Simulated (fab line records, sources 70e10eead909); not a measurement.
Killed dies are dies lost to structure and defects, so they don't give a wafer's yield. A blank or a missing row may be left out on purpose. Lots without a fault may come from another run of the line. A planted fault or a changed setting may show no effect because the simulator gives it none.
Which tool did it? | flow nand_harc | 12 lots, 36 wafers sampled, at 3 steps of a route of 1159

WHAT THE GAUGES READ, wafer by wafer
NHARC_A_CONTACT_INSPECT_10.
lot  | measured     | on                | raw_defect_count
L077 | day 17 12:25 | defect_inspect-01 | 15 12 20
L076 | day 17 16:25 | defect_inspect-01 | 19 26 29
L078 | day 17 21:41 | defect_inspect-01 | 9 9 14
L082 | day 19 02:46 | defect_inspect-02 | 19 21 25
L083 | day 19 12:34 | defect_inspect-01 | 15 9 17
L085 | day 19 18:31 | defect_inspect-02 | 35 29 21
L086 | day 20 11:28 | defect_inspect-01 | 45 61 45
L088 | day 20 17:34 | defect_inspect-01 | 46 30 49
L090 | day 21 20:25 | defect_inspect-02 | 54 54 56
L094 | day 22 11:04 | defect_inspect-01 | 60 51 71
L096 | day 22 15:18 | defect_inspect-02 | 37 42 39
L097 | day 22 22:11 | defect_inspect-02 | 44 53 30

WHICH TOOL RAN EACH LOT (tool, then ch and the chambers of the sampled wafers, then the start)
lot  | NHARC_A_CONTACT_ETCH_130             | NHARC_A_CONTACT_ETCH_133
L077 | har_cap_etch-03 ch 0,1, day 17 06:49 | har_cap_etch-03 ch 0,1, day 17 07:24
L076 | har_cap_etch-03 ch 0,1, day 17 10:34 | har_cap_etch-03 ch 0,1, day 17 11:08
L078 | har_cap_etch-03 ch 0,1, day 17 16:26 | har_cap_etch-03 ch 0,1, day 17 16:59
L082 | har_cap_etch-03 ch 0,1, day 18 22:03 | har_cap_etch-03 ch 0,1, day 18 22:29
L083 | har_cap_etch-01 ch 0,1, day 19 03:20 | har_cap_etch-01 ch 0,1, day 19 03:58
L085 | har_cap_etch-02 ch 0,1, day 19 14:16 | har_cap_etch-02 ch 0,1, day 19 14:43
L086 | har_cap_etch-03 ch 0,1, day 20 07:03 | har_cap_etch-03 ch 0,1, day 20 07:31
L088 | har_cap_etch-03 ch 0,1, day 20 12:55 | har_cap_etch-03 ch 0,1, day 20 13:28
L090 | har_cap_etch-01 ch 0,1, day 21 15:48 | har_cap_etch-01 ch 0,1, day 21 16:14
L094 | har_cap_etch-03 ch 0, day 22 06:18   | har_cap_etch-03 ch 0, day 22 06:44
L096 | har_cap_etch-03 ch 0, day 22 08:18   | har_cap_etch-03 ch 0, day 22 08:45
L097 | har_cap_etch-02 ch 0,1, day 22 17:25 | har_cap_etch-02 ch 0,1, day 22 17:50
- NHARC_A_CONTACT_ETCH_130: etches the open film in C4F8/O2/Ar, time 155 s, target depth 956 nm.
- NHARC_A_CONTACT_ETCH_133: etches the open film in C4F8/O2/Ar, time 195 s, target depth 840 nm.

THE ANSWER, worked out from the rows above alone
Rule: what is usual is taken from the lots themselves. Put in order of their means at a reading, lots are off if they are a third of the lots or fewer, leave a main group of 4 or more, and stand apart from it by a gap of 3 or more times the standard deviation of the main group's means; of several such gaps the widest counts. A main group whose means are all the same, to the digits that the tables above print for the reading, isn't used. A lot without any number at a reading at which 4 lots or more have one is off too. The other lots that the step has rows for count as sound.
No lot is off at any reading shown: from this, nothing can be told.

WHAT THE SIMULATOR HAD PUT IN
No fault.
